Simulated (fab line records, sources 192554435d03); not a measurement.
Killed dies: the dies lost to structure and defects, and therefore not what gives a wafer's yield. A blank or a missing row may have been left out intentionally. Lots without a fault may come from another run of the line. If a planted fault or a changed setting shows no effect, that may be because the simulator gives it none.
Struck lot and sound lot, side by side | flow n5 finfet | 14 steps out of a route of 1938
Sound: the wafers L528.2, L528.4, L528.5. Struck: wafers L531.3, L531.5, L531.6. The cause is given at the end.
At each step with rows: each side's tool, then ch and its chambers, then its first start. Under that, the readings that differ: sound wafers | struck wafers | difference of the means | sigmas: that difference in standard deviations of wafers without a fault.
alike: same words and numbers on both sides, and readings whose means sit less than 2 such deviations apart. not compared: any withheld reading, any reading some wafer has no value for, any bound like >300 that may hide the same value, and any number with overlapping values for which the record gives no deviation.
Wherever a step has rows on one side only, a row that says differs or no value, or a row with sigmas, the two part there. Numbers that don't overlap but have no deviation are shown without sigmas and don't part them. Lack of a reading on every wafer of one side parts them only where that side has two or more wafers.

N5_DUMMY_GATE_INSPECT_27: inspects for defects (brightfield).
  sound on defect inspect-02, day 4 11:30; struck on defect inspect-02, day 5 05:45
  alike: raw defect count
N5_SPACER0_ALD_07: deposits SiNx, target thk 2 nm.
  sound on ald sin-04 ch 2,3, day 4 11:32; struck on ald sin-03 ch 1,2, day 5 05:47
  reading            | sound         | struck      | difference | sigmas
  heater power w (W) | 927 1027 1016 | 813 792 719 | -215       | -2
N5_SPACER0_ALD_00: deposits SiOCN, target thk 3.5 nm, pulse time 3 s, purge time 2 s.
  sound on ald sin-04 ch 2,3, day 4 11:41; struck on ald sin-03 ch 1,2, day 5 05:56
  reading            | sound         | struck      | difference | sigmas
  heater power w (W) | 947 1027 1055 | 829 792 722 | -229       | -3
  alike: precursor pulse height rel
N5_SPACER0_ALD_08: deposits SiNx, target thk 2 nm.
  sound on ald sin-04 ch 2,3, day 4 11:57; struck on ald sin-03 ch 1,2, day 5 06:12
  reading            | sound         | struck      | difference | sigmas
  heater power w (W) | 906 1032 1002 | 802 798 725 | -205       | -2
N5_SPACER0_INSPECT_04: inspects for defects (darkfield).
  sound on defect inspect-01, day 4 12:07; struck on defect inspect-02, day 5 06:22
  alike: raw defect count
then, 7 steps without rows for these wafers: N5_SD_EPI_N_COAT_32 (time 60 s, resist thk 350 nm); N5_SD_EPI_N_COAT_33 (time 60 s, resist thk 35 nm); N5_SD_EPI_N_COAT_03 (resist thk 150 nm); N5_SD_EPI_N_EBR_05; N5_SD_EPI_N_SOFTBAKE_04 (time 60 s); N5_SD_EPI_N_EXPOSE_06 (exposes mask SD N BLK, target cd 120 nm); N5_SD_EPI_N_PEB_07 (peb time 60 s).
N5_SD_EPI_N_DEVELOP_08: develop time 30 s.
  sound on litho track-03 ch 0, day 4 12:27; struck on litho track-01, day 5 06:42
  no value came back on the struck wafers for chill plate temp C (C), develop time s (s); on the sound wafers chill plate temp C (C) reads 22.92 22.75 22.98
  reading                                             | sound             | struck          | difference | sigmas
  model.CAR-ArF-block_of_SD_EPI_N_COAT_03.thk nm (nm) | 147.8 148.2 147.8 | 150 149.2 149.4 | +2         |
N5_SD_EPI_N_CD_MEAS_09 targets a cd of 120 nm.
  sound on cd sem-01 ch 0, day 4 12:31; struck on cd sem-02 ch 0, day 5 06:46
  reading    | sound             | struck | difference                    | sigmas
  cd nm (nm) | 119.8 119.8 120.3 | - - -  | no value on the struck wafers |

WHERE THEY PART
At N5_SPACER0_ALD_07 first; at N5_SD_EPI_N_CD_MEAS_09 last (within this record only).

WHY: what the simulator had put in
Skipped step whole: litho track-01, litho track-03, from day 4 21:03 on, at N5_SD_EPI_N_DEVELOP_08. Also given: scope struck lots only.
